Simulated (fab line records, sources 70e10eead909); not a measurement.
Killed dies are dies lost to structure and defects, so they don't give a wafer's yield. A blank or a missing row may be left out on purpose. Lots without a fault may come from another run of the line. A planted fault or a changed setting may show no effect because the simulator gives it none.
Which tool did it? | flow nand_harc | 19 lots, 57 wafers sampled, at 6 steps of a route of 1159

WHAT THE GAUGES READ, wafer by wafer
The record holds no reading of a measuring or inspecting step that can be judged against a usual standard deviation.

WHICH TOOL RAN EACH LOT (tool, then ch and the chambers of the sampled wafers, then the start)
lot  | NHARC_P_BONDPAD_CMP_19        | NHARC_A_CHANNEL_HOLE_D1_DESCUM_15  | NHARC_A_CHANNEL_HOLE_D1_ETCH_39 | NHARC_A_STAIRCASE_ETCH_170     | NHARC_A_STAIRCASE_ETCH_13      | NHARC_A_STAIRCASE_TRIM_14
L074 | cmp-01 ch 1,3, day 6 16:50    | rie_diel-13 ch 0,3, day 8 11:28    | rie_diel-13 ch 0,1, no start    | rie_diel-04 ch 0,1,3, no start | rie_diel-05 ch 0,1,2, no start | rie_diel-05 ch 1,3, no start
L076 | cmp-02 ch 0,2, day 6 23:12    | rie_diel-02 ch 2,3, day 8 18:05    | rie_diel-02 ch 1,3, no start    | rie_diel-04 ch 2,3, no start   | rie_diel-04 ch 0,1,3, no start | rie_diel-04 ch 0,1, no start
L075 | cmp-02 ch 0,1,2, day 6 23:37  | rie_diel-13 ch 0,1,3, day 8 18:15  | rie_diel-13 ch 0,1, no start    | rie_diel-04 ch 0,1,2, no start | rie_diel-05 ch 1,3, no start   | rie_diel-05 ch 0,1, no start
L079 | cmp-04 ch 1,2, day 7 08:34    | rie_diel-02 ch 1,2, day 9 01:32    | rie_diel-02 ch 1,2,3, no start  | rie_diel-05 ch 2,3, no start   | rie_diel-05 ch 0,1,3, no start | rie_diel-05 ch 0,2,3, no start
L078 | cmp-02 ch 0,1,3, day 7 11:55  | rie_diel-02 ch 0,1,2, day 9 07:29  | rie_diel-02 ch 0,1,3, no start  | rie_diel-05 ch 0,2,3, no start | rie_diel-05 ch 1,2,3, no start | rie_diel-05 ch 0,2,3, no start
L080 | cmp-04 ch 2,3, day 8 00:07    | rie_diel-11 ch 0,1,3, day 9 15:55  | rie_diel-11 ch 1,2, no start    | rie_diel-04 ch 0,1,2, no start | rie_diel-05 ch 0,3, no start   | rie_diel-05 ch 1,2,3, no start
L081 | cmp-01 ch 0,1,2, day 8 09:20  | rie_diel-13 ch 2,3, day 10 02:03   | rie_diel-13 ch 0,2, no start    | rie_diel-05 ch 0,1,3, no start | rie_diel-04 ch 0,1, no start   | rie_diel-04 ch 0,2,3, no start
L082 | cmp-04 ch 1,2,3, day 8 14:42  | rie_diel-02 ch 1,3, day 10 13:05   | rie_diel-02 ch 0,3, no start    | rie_diel-06 ch 0,2,3, no start | rie_diel-04 ch 0,1,3, no start | rie_diel-04 ch 0,2, no start
L083 | cmp-04 ch 1,3, day 8 18:26    | rie_diel-11 ch 1,2,3, day 10 15:01 | rie_diel-11 ch 0,2, no start    | rie_diel-06 ch 2,3, no start   | rie_diel-06 ch 1,2, no start   | rie_diel-06 ch 1,2, no start
L087 | cmp-01 ch 0,1,2, day 9 14:07  | rie_diel-13 ch 1,2, day 11 10:39   | rie_diel-13 ch 0,3, no start    | rie_diel-05 ch 0,1,3, no start | rie_diel-04 ch 0,1,3, no start | rie_diel-04 ch 0,1, no start
L088 | cmp-01 ch 0,2,3, day 9 14:23  | rie_diel-02 ch 1,2,3, day 11 08:54 | rie_diel-02 ch 0,2,3, no start  | rie_diel-05 ch 1,2, no start   | rie_diel-06 ch 1,2,3, no start | rie_diel-06 ch 0,2,3, no start
L086 | cmp-02 ch 0,1,3, day 9 16:35  | rie_diel-13 ch 0,2,3, day 11 08:43 | rie_diel-13 ch 0,3, no start    | rie_diel-05 ch 0,1,2, no start | rie_diel-05 ch 0,2, no start   | rie_diel-05 ch 0,1, no start
L091 | cmp-01 ch 0,1, day 10 13:58   | rie_diel-02 ch 0,1,2, day 12 08:10 | rie_diel-02 ch 0,3, no start    | rie_diel-05 ch 1,2,3, no start | rie_diel-06 ch 0,1, no start   | rie_diel-06 ch 1,3, no start
L090 | cmp-04 ch 0,1,3, day 10 14:45 | rie_diel-11 ch 2,3, day 12 08:07   | rie_diel-11 ch 0,3, no start    | rie_diel-04 ch 0,3, no start   | rie_diel-06 ch 1,2,3, no start | rie_diel-06 ch 1,3, no start
L092 | cmp-01 ch 1,2,3, day 11 08:37 | rie_diel-11 ch 1,2, day 12 21:53   | rie_diel-11 ch 0,1,3, no start  | rie_diel-06 ch 0,3, no start   | rie_diel-04 ch 0,3, no start   | rie_diel-04 ch 0,1,3, no start
L094 | cmp-01 ch 1,2, day 11 12:47   | rie_diel-02 ch 0,1, day 13 05:22   | rie_diel-02 ch 0,1, no start    | rie_diel-06 ch 0,1, no start   | rie_diel-04 ch 1,2, no start   | rie_diel-04 ch 0,2,3, no start
L097 | cmp-04 ch 0,3, day 12 02:20   | rie_diel-02 ch 0,2,3, day 13 21:06 | rie_diel-02 ch 0,3, no start    | rie_diel-05 ch 1,2,3, no start | rie_diel-04 ch 0,1,3, no start | rie_diel-04 ch 1,3, no start
L095 | cmp-04 ch 2,3, day 12 03:00   | rie_diel-11 ch 1,2,3, day 13 21:47 | rie_diel-11 ch 1,2, no start    | rie_diel-06 ch 0,2, no start   | rie_diel-06 ch 0,3, no start   | rie_diel-06 ch 0,1, no start
L096 | cmp-04 ch 0,1,3, day 12 08:31 | rie_diel-02 ch 2,3, day 14 07:28   | rie_diel-02 ch 0,1,2, no start  | rie_diel-06 ch 0,2, no start   | rie_diel-04 ch 1,3, no start   | rie_diel-04 ch 0,1,2, no start
- NHARC_P_BONDPAD_CMP_19: polishes, t overpolish 30 s, cu recess touch 16 s, target thk 160.81 nm.
- NHARC_A_CHANNEL_HOLE_D1_DESCUM_15: chemistry O2, time 3 s.
- NHARC_A_CHANNEL_HOLE_D1_ETCH_39: etches the open film in N2/H2, target depth 260 nm, time 325 s.
- NHARC_A_STAIRCASE_ETCH_170: etches the open film in C4F6/O2, target depth 200 nm, time 66.667 s.
- NHARC_A_STAIRCASE_ETCH_13: etches the open film in C4F8/O2, target depth 100 nm, time 40.5 s.
- NHARC_A_STAIRCASE_TRIM_14: chemistry O2, time 211.2 s.

WHAT THE TOOLS THEMSELVES READ (means of the sampled wafers that have a number; where no wafer has one, the mark that the record gives instead)
NHARC_P_BONDPAD_CMP_19. Usual: motor_current_A 11.9 A, standard deviation 1.2; overpolish_run_s 29.999 s, standard deviation 0.009; slurry_filter_dp_kPa 13.50 kPa, standard deviation 0.13; slurry_flow_ml_min 149.9, standard deviation 0.48.
lot  | tool   | motor_current_A (A) | overpolish_run_s (s) | slurry_filter_dp_kPa (kPa) | slurry_flow_ml_min | flag
L074 | cmp-01 | 11.8                | 30.000               | 13.54                      | 149.5              |
L076 | cmp-02 | 12.9                | 30.005               | 13.44                      | 150.4              |
L075 | cmp-02 | 12.6                | 30.007               | 13.46                      | 150.3              |
L079 | cmp-04 | 11.6                | 29.999               | 13.62                      | 150.4              |
L078 | cmp-02 | 12.3                | 30.001               | 13.43                      | 150.4              |
L080 | cmp-04 | 11.6                | 30.004               | 13.50                      | 149.9              |
L081 | cmp-01 | 11.1                | 30.001               | 13.54                      | 150.2              |
L082 | cmp-04 | 11.5                | 29.998               | 13.55                      | 150.2              |
L083 | cmp-04 | 10.8                | 30.001               | 13.60                      | 149.8              |
L087 | cmp-01 | 11.3                | 30.004               | 13.51                      | 149.8              |
L088 | cmp-01 | 12.4                | 29.999               | 13.43                      | 149.7              |
L086 | cmp-02 | 12.5                | 30.001               | 13.55                      | 149.9              |
L091 | cmp-01 | 11.0                | 30.007               | 13.52                      | 149.7              |
L090 | cmp-04 | 12.0                | 30.002               | 13.58                      | 150.0              |
L092 | cmp-01 | 11.2                | 29.996               | 13.46                      | 149.9              |
L094 | cmp-01 | 11.2                | 29.992               | 13.42                      | 149.8              |
L097 | cmp-04 | 12.8                | 30.000               | 13.39                      | 150.4              |
L095 | cmp-04 | 11.8                | 30.002               | 13.52                      | 150.0              |
L096 | cmp-04 | 12.1                | 29.996               | 13.50                      | 149.9              |

NHARC_A_CHANNEL_HOLE_D1_DESCUM_15. Usual: chamber_pressure_mTorr 60.00 mTorr, standard deviation 0.053; drypump_motor_current_A 5.6 A, standard deviation 0.37; oes_product_au 0.998 a.u., standard deviation 0.0067; rf_vpp_V 57.8 V, standard deviation 0.87; showerhead_plenum_p_Torr 1.94 Torr, standard deviation 0.093; throttle_valve_pct 11.311 %, standard deviation 0.0093.
lot  | tool        | chamber_pressure_mTorr (mTorr) | drypump_motor_current_A (A) | oes_product_au (a.u.) | rf_vpp_V (V) | showerhead_plenum_p_Torr (Torr) | throttle_valve_pct (%) | flag
L074 | rie_diel-13 | 60.05                          | 5.4                         | 0.998                 | 58.9         | 2.01                            | 11.309                 |
L076 | rie_diel-02 | 59.98                          | 5.7                         | 0.996                 | 58.7         | 2.03                            | 11.306                 |
L075 | rie_diel-13 | 59.95                          | 5.6                         | 0.990                 | 58.0         | 1.97                            | 11.318                 |
L079 | rie_diel-02 | 60.05                          | 6.0                         | 0.989                 | 58.9         | 1.87                            | 11.309                 |
L078 | rie_diel-02 | 60.04                          | 5.8                         | 0.995                 | 58.0         | 1.93                            | 11.307                 |
L080 | rie_diel-11 | 59.99                          | 5.2                         | 0.998                 | 57.9         | 1.90                            | 11.305                 |
L081 | rie_diel-13 | 60.02                          | 5.5                         | 0.998                 | 57.8         | 1.89                            | 11.306                 |
L082 | rie_diel-02 | 59.99                          | 6.0                         | 1.003                 | 57.4         | 1.94                            | 11.316                 |
L083 | rie_diel-11 | 59.99                          | 5.4                         | 0.992                 | 58.2         | 1.96                            | 11.317                 |
L087 | rie_diel-13 | 60.00                          | 5.7                         | 0.994                 | 58.1         | 1.89                            | 11.315                 |
L088 | rie_diel-02 | 60.04                          | 5.9                         | 1.000                 | 57.0         | 1.95                            | 11.307                 |
L086 | rie_diel-13 | 60.05                          | 5.3                         | 0.997                 | 57.5         | 1.93                            | 11.313                 |
L091 | rie_diel-02 | 59.97                          | 5.8                         | 0.990                 | 57.8         | 1.92                            | 11.310                 |
L090 | rie_diel-11 | 59.99                          | 5.7                         | 0.994                 | 58.0         | 1.94                            | 11.306                 |
L092 | rie_diel-11 | 59.98                          | 5.2                         | 1.002                 | 58.4         | 2.01                            | 11.317                 |
L094 | rie_diel-02 | 60.06                          | 5.9                         | 1.001                 | 58.2         | 1.89                            | 11.304                 |
L097 | rie_diel-02 | 60.05                          | 5.7                         | 0.996                 | 58.3         | 2.00                            | 11.314                 |
L095 | rie_diel-11 | 60.01                          | 5.3                         | 0.994                 | 57.9         | 1.96                            | 11.304                 |
L096 | rie_diel-02 | 59.97                          | 5.7                         | 1.000                 | 57.5         | 2.03                            | 11.298                 |

NHARC_A_CHANNEL_HOLE_D1_ETCH_39. Usual: chamber_pressure_mTorr 30.000 mTorr, standard deviation 0.028; drypump_motor_current_A 5.6 A, standard deviation 0.38; h2_flow_sccm 149.9 sccm, standard deviation 0.49; n2_flow_sccm 150.0 sccm, standard deviation 0.43; oes_product_au 0.999 a.u., standard deviation 0.0081; rf_vpp_V 431 V, standard deviation 3; showerhead_plenum_p_Torr 2.07 Torr, standard deviation 0.1; throttle_valve_pct 14.171 %, standard deviation 0.01.
lot  | tool        | chamber_pressure_mTorr (mTorr) | drypump_motor_current_A (A) | h2_flow_sccm (sccm) | n2_flow_sccm (sccm) | oes_product_au (a.u.) | rf_vpp_V (V) | showerhead_plenum_p_Torr (Torr) | throttle_valve_pct (%) | flag
L074 | rie_diel-13 | 30.016                         | 5.5                         | 150.1               | 150.3               | 0.997                 | 433          | 2.15                            | 14.171                 |
L076 | rie_diel-02 | 30.001                         | 6.0                         | 149.8               | 150.1               | 1.003                 | 431          | 2.07                            | 14.167                 |
L075 | rie_diel-13 | 29.968                         | 5.4                         | 150.1               | 149.8               | 0.998                 | 433          | 2.15                            | 14.177                 |
L079 | rie_diel-02 | 29.979                         | 5.8                         | 150.0               | 150.4               | 1.002                 | 431          | 2.08                            | 14.167                 |
L078 | rie_diel-02 | 29.998                         | 5.9                         | 149.8               | 149.8               | 1.004                 | 430          | 2.05                            | 14.181                 |
L080 | rie_diel-11 | 30.018                         | 5.2                         | 149.6               | 149.7               | 1.000                 | 434          | 2.15                            | 14.166                 |
L081 | rie_diel-13 | 30.014                         | 5.2                         | 150.3               | 150.3               | 0.993                 | 430          | 2.03                            | 14.168                 |
L082 | rie_diel-02 | 29.992                         | 5.7                         | 149.5               | 150.1               | 1.000                 | 433          | 2.11                            | 14.180                 |
L083 | rie_diel-11 | 29.999                         | 5.7                         | 149.7               | 149.9               | 1.005                 | 431          | 2.05                            | 14.166                 |
L087 | rie_diel-13 | 29.981                         | 5.5                         | 150.1               | 150.5               | 0.990                 | 432          | 2.10                            | 14.169                 |
L088 | rie_diel-02 | 29.992                         | 5.7                         | 150.0               | 150.6               | 1.001                 | 433          | 2.14                            | 14.178                 |
L086 | rie_diel-13 | 29.995                         | 5.5                         | 149.6               | 149.5               | 0.998                 | 432          | 2.10                            | 14.161                 |
L091 | rie_diel-02 | 29.995                         | 5.7                         | 149.7               | 150.0               | 1.003                 | 432          | 2.11                            | 14.177                 |
L090 | rie_diel-11 | 29.994                         | 5.4                         | 150.3               | 150.3               | 1.007                 | 429          | 1.97                            | 14.170                 |
L092 | rie_diel-11 | 29.983                         | 5.2                         | 150.2               | 150.2               | 1.004                 | 429          | 2.03                            | 14.171                 |
L094 | rie_diel-02 | 29.998                         | 6.0                         | 150.4               | 150.0               | 1.002                 | 428          | 1.95                            | 14.174                 |
L097 | rie_diel-02 | 29.995                         | 5.7                         | 149.9               | 149.8               | 0.998                 | 433          | 2.10                            | 14.171                 |
L095 | rie_diel-11 | 30.018                         | 5.1                         | 149.8               | 149.7               | 0.991                 | 433          | 2.15                            | 14.169                 |
L096 | rie_diel-02 | 29.995                         | 5.8                         | 150.1               | 150.1               | 1.003                 | 431          | 2.05                            | 14.179                 |

NHARC_A_STAIRCASE_ETCH_170. Usual: chamber_pressure_mTorr 30.00 mTorr, standard deviation 0.031; drypump_motor_current_A 5.71 A, standard deviation 0.2; oes_product_au 0.967 a.u., standard deviation 0.015; rf_vpp_V 546 V, standard deviation 3.8; showerhead_plenum_p_Torr 3.89 Torr, standard deviation 0.18; throttle_valve_pct 26.903 %, standard deviation 0.0098.
lot  | tool        | chamber_pressure_mTorr (mTorr) | drypump_motor_current_A (A) | oes_product_au (a.u.) | rf_vpp_V (V) | showerhead_plenum_p_Torr (Torr) | throttle_valve_pct (%) | flag
L074 | rie_diel-04 | 30.01                          | 5.73                        | 0.968                 | 549          | 3.99                            | 26.911                 |
L076 | rie_diel-04 | 30.02                          | 5.85                        | 0.953                 | 551          | 4.10                            | 26.899                 |
L075 | rie_diel-04 | 29.99                          | 5.63                        | 0.965                 | 550          | 4.04                            | 26.902                 |
L079 | rie_diel-05 | 30.00                          | 5.64                        | 0.979                 | 550          | 4.11                            | 26.910                 |
L078 | rie_diel-05 | 30.00                          | 5.63                        | 0.980                 | 547          | 3.94                            | 26.896                 |
L080 | rie_diel-04 | 30.00                          | 5.62                        | 0.944                 | 550          | 4.03                            | 26.901                 |
L081 | rie_diel-05 | 30.01                          | 5.76                        | 0.984                 | 546          | 3.88                            | 26.897                 |
L082 | rie_diel-06 | 29.97                          | 5.68                        | 0.955                 | 545          | 3.82                            | 26.900                 |
L083 | rie_diel-06 | 29.99                          | 5.74                        | 0.950                 | 547          | 3.94                            | 26.901                 |
L087 | rie_diel-05 | 30.01                          | 5.76                        | 0.939                 | 546          | 3.87                            | 26.908                 |
L088 | rie_diel-05 | 29.99                          | 5.48                        | 0.970                 | 546          | 3.84                            | 26.905                 |
L086 | rie_diel-05 | 29.99                          | 5.61                        | 0.977                 | 545          | 3.78                            | 26.904                 |
L091 | rie_diel-05 | 29.98                          | 5.62                        | 0.948                 | 547          | 3.93                            | 26.912                 |
L090 | rie_diel-04 | 29.98                          | 5.78                        | 0.965                 | 548          | 4.03                            | 26.901                 |
L092 | rie_diel-06 | 29.99                          | 5.65                        | 0.976                 | 544          | 3.79                            | 26.900                 |
L094 | rie_diel-06 | 29.98                          | 5.80                        | 0.964                 | 542          | 3.67                            | 26.914                 |
L097 | rie_diel-05 | 30.00                          | 5.63                        | 0.982                 | 547          | 3.93                            | 26.900                 |
L095 | rie_diel-06 | 30.00                          | 5.67                        | 0.967                 | 542          | 3.69                            | 26.892                 |
L096 | rie_diel-06 | 29.99                          | 5.63                        | 0.977                 | 542          | 3.67                            | 26.900                 |

NHARC_A_STAIRCASE_ETCH_13. Usual: chamber_pressure_mTorr 24.996 mTorr, standard deviation 0.022; oes_product_au 0.937 a.u., standard deviation 0.014; rf_vpp_V 895 V, standard deviation 6.2.
lot  | tool        | chamber_pressure_mTorr (mTorr) | oes_product_au (a.u.) | rf_vpp_V (V) | flag
L074 | rie_diel-05 | 24.998                         | 0.952                 | 892          |
L076 | rie_diel-04 | 25.029                         | 0.950                 | 899          |
L075 | rie_diel-05 | 25.016                         | 0.918                 | 900          |
L079 | rie_diel-05 | 25.015                         | 0.927                 | 894          |
L078 | rie_diel-05 | 24.983                         | 0.952                 | 896          |
L080 | rie_diel-05 | 24.983                         | 0.941                 | 900          |
L081 | rie_diel-04 | 24.968                         | 0.926                 | 898          |
L082 | rie_diel-04 | 24.996                         | 0.923                 | 898          |
L083 | rie_diel-06 | 25.026                         | 0.956                 | 890          |
L087 | rie_diel-04 | 25.013                         | 0.924                 | 898          |
L088 | rie_diel-06 | 24.995                         | 0.949                 | 893          |
L086 | rie_diel-05 | 24.989                         | 0.937                 | 890          |
L091 | rie_diel-06 | 24.976                         | 0.945                 | 888          |
L090 | rie_diel-06 | 24.987                         | 0.919                 | 892          |
L092 | rie_diel-04 | 24.990                         | 0.921                 | 899          |
L094 | rie_diel-04 | 24.989                         | 0.949                 | 897          |
L097 | rie_diel-04 | 24.997                         | 0.927                 | 898          |
L095 | rie_diel-06 | 24.997                         | 0.928                 | 896          |
L096 | rie_diel-04 | 25.003                         | 0.952                 | 898          |

NHARC_A_STAIRCASE_TRIM_14. Usual: chamber_pressure_mTorr 60.00 mTorr, standard deviation 0.057; drypump_motor_current_A 5.73 A, standard deviation 0.22; oes_product_au 0.999 a.u., standard deviation 0.0086; rf_vpp_V 57.7 V, standard deviation 0.88; showerhead_plenum_p_Torr 3.51 Torr, standard deviation 0.17; throttle_valve_pct 17.036 %, standard deviation 0.008.
lot  | tool        | chamber_pressure_mTorr (mTorr) | drypump_motor_current_A (A) | oes_product_au (a.u.) | rf_vpp_V (V) | showerhead_plenum_p_Torr (Torr) | throttle_valve_pct (%) | flag
L074 | rie_diel-05 | 59.98                          | 5.75                        | 0.995                 | 57.8         | 3.51                            | 17.031                 |
L076 | rie_diel-04 | 60.02                          | 5.58                        | 0.997                 | 57.2         | 3.54                            | 17.035                 |
L075 | rie_diel-05 | 59.99                          | 5.73                        | 0.997                 | 57.5         | 3.34                            | 17.046                 |
L079 | rie_diel-05 | 60.03                          | 5.62                        | 1.012                 | 58.4         | 3.54                            | 17.043                 |
L078 | rie_diel-05 | 60.02                          | 5.62                        | 0.997                 | 58.3         | 3.54                            | 17.032                 |
L080 | rie_diel-05 | 60.02                          | 5.63                        | 0.992                 | 57.4         | 3.55                            | 17.034                 |
L081 | rie_diel-04 | 59.98                          | 5.77                        | 1.004                 | 57.7         | 3.68                            | 17.033                 |
L082 | rie_diel-04 | 60.03                          | 5.68                        | 1.006                 | 58.4         | 3.67                            | 17.024                 |
L083 | rie_diel-06 | 60.05                          | 6.05                        | 1.003                 | 57.3         | 3.34                            | 17.038                 |
L087 | rie_diel-04 | 60.05                          | 5.57                        | 0.995                 | 58.5         | 3.53                            | 17.033                 |
L088 | rie_diel-06 | 60.06                          | 5.69                        | 0.996                 | 57.6         | 3.42                            | 17.033                 |
L086 | rie_diel-05 | 59.96                          | 5.74                        | 0.989                 | 57.5         | 3.34                            | 17.037                 |
L091 | rie_diel-06 | 60.06                          | 6.07                        | 1.007                 | 57.6         | 3.43                            | 17.036                 |
L090 | rie_diel-06 | 60.02                          | 6.07                        | 1.004                 | 56.4         | 3.43                            | 17.033                 |
L092 | rie_diel-04 | 59.97                          | 5.71                        | 1.001                 | 57.9         | 3.57                            | 17.039                 |
L094 | rie_diel-04 | 60.01                          | 5.77                        | 0.995                 | 57.8         | 3.67                            | 17.033                 |
L097 | rie_diel-04 | 59.95                          | 5.68                        | 0.996                 | 57.6         | 3.52                            | 17.035                 |
L095 | rie_diel-06 | 59.99                          | 5.82                        | 1.006                 | 57.2         | 3.30                            | 17.033                 |
L096 | rie_diel-04 | 60.00                          | 5.63                        | 1.000                 | 56.7         | 3.61                            | 17.035                 |

THE ANSWER, worked out from the rows above alone
Rule: a lot is off if the mean of its wafers that have a number lies more than 3 standard deviations from the usual mean. A lot without any number at a reading at which 4 lots or more have one is off too. The other lots that the step has rows for count as sound. The gauges are gone through in route order, then the tools' own readings, and for those a lot's mean is taken as printed above. The first step at which some lot is off is used, and at that step the reading that is off furthest; a lot without a number counts as furthest.
No lot is off at any reading shown: from this, nothing can be told.

WHAT THE SIMULATOR HAD PUT IN
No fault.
